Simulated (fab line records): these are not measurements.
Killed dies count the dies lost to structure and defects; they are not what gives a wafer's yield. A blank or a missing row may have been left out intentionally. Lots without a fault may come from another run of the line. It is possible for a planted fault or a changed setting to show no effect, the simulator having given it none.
Comparing a struck lot with a sound one -- flow n5 finfet -- 16 out of 1938 route steps
Sound: wafers L884.1, L884.2, L884.3. Wafers L898.1, L898.2, L898.5 were the ones struck. The cause is named last.
At each step with rows: each side's tool, then ch and its chambers, then its first start. Under that, the readings that differ: sound wafers -- struck wafers -- difference of the means -- sigmas: that difference in standard deviations of wafers without a fault.
alike: words and numbers the same on both sides, and readings whose means are apart by under 2 such deviations; not compared: readings that were withheld, readings missing a value for some wafer, numbers with overlapping values and no deviation given by the record, and bounds like >300 which may hide the same value.
Wherever a step has rows on one side only, a row that says differs or no value, or a row with sigmas, the two part there. Non-overlapping numbers with no deviation appear without sigmas and do not part them. Lack of a reading on every wafer of one side parts them only where that side has two or more wafers.

first, 2 steps without rows for these wafers: N5_HKMG_FIN_WET_ETCH_18 (etches TiN in SC1, time 55 s, target depth 5.2 nm, rinse time 30 s); N5_HKMG_FIN_STRIP_19 (strips in N2/H2, time 360 s).
N5_HKMG_FIN_ALD_91: deposits TiN, target thk 1 nm, pulse time 1 s, purge time 3 s.
  sound on ald metal-03 ch 0,2,3, day 5 04:14; struck on ald metal-03 ch 0,2,3, day 8 16:44
  alike: heater power w, precursor pulse height rel, susceptor temp C
  not compared: since wet clean h
then, 2 steps without rows for these wafers: N5_HKMG_FIN_COAT_85 (time 60 s, resist thk 300 nm); N5_HKMG_FIN_ETCH_86 (etches SOC in N2/H2, stops on TiN, target depth 393.2 nm).
N5_HKMG_FIN_STRIP_89: strips SOC in N2/H2, time 20 s.
  sound on rie diel-02 ch 1,2,3, day 5 04:38; struck on rie diel-02 ch 2,3, day 8 17:08
  alike: drypump motor current A, oes product au, power w, rf vpp V, showerhead plenum p Torr, throttle valve pct
  not compared: rf hours counter h
then, 1 step without rows for these wafers: N5_HKMG_FIN_WET_ETCH_87 (etches TiN in SC1, time 154.2 s, target depth 4.7 nm, rinse time 30 s).
N5_HKMG_FIN_STRIP_88: strips in N2/H2, time 360 s.
  sound on plasma asher-02 ch 0,1, day 5 04:49; struck on plasma asher-02 ch 0,1, day 8 17:20
  alike: drypump motor current A, heater power w
  not compared: rf hours counter h
N5_HKMG_FIN_NWFM_ALD_20: deposits TiAlC, target thk 2 nm, pulse time 3 s, purge time 2 s.
  sound on ald metal-01 ch 0,1,3, day 5 05:12; struck on ald metal-04 ch 0,1,2, day 8 17:43
  alike: heater power w, precursor pulse height rel, susceptor temp C
  not compared: since wet clean h
then, 2 steps without rows for these wafers: N5_HKMG_FIN_ALD_71 (deposits TiN, target thk 1 nm, pulse time 1 s, purge time 3 s); N5_HKMG_FIN_COAT_66 (time 60 s, resist thk 300 nm).
N5_HKMG_FIN_ETCH_67: etches SOC in N2/H2, stops on TiN, target depth 388.9 nm.
  sound on rie diel-05 ch 0,1,2, day 5 05:38; struck on rie diel-05 ch 0,2,3, day 8 18:19
  alike: drypump motor current A, oes product au, rf vpp V, showerhead plenum p Torr, throttle valve pct
  not compared: rf hours counter h
N5_HKMG_FIN_STRIP_90: strips SOC in N2/H2, time 20 s.
  sound on rie diel-05 ch 0,1,2, day 5 05:42; struck on rie diel-05 ch 0,2,3, day 8 18:23
reading,sound,struck,difference,sigmas
power w (W),499.3 501.3 499.7,585.7 582.7 584.0,+84.0,+56
  alike: drypump motor current A, oes product au, rf vpp V, showerhead plenum p Torr, throttle valve pct
  not compared: rf hours counter h
then, 1 step without rows for these wafers: N5_HKMG_FIN_WET_ETCH_73 (etches the open film in SC1, time 42.3 s, target depth 1.3 nm, rinse time 30 s).
-- record jumps: 4 days separate the struck wafers' starts on either side; left off in module HKMG_FIN, taken up again in module BEOL_M4, whose first shown step is the route's number 1111 --
N5_BEOL_M4_RC_MEAS_101:
  sound on prober-02 ch 0, day 9 19:10; struck on prober-01 ch 0, day 12 18:41
reading,sound,struck,difference,sigmas
SS_P (mV/dec),73.5 73.4 72.8,75.2 73.8 74.2,+1.2,+2
  alike: DIBL_N, DIBL_P, IOFF_N, IOFF_P, ION_N, ION_P, SS_N, VT_N, VT_P
then, 1 step without rows for these wafers: N5_PASSIVATION_PROBE_49.

== WHERE THEY PART ==
Last at N5_BEOL_M4_RC_MEAS_101 as far as this record goes, first at N5_HKMG_FIN_STRIP_90.

WHY: whatever the simulator had introduced
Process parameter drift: rie diel-05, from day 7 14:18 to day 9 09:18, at N5_HKMG_FIN_STRIP_90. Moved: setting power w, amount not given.
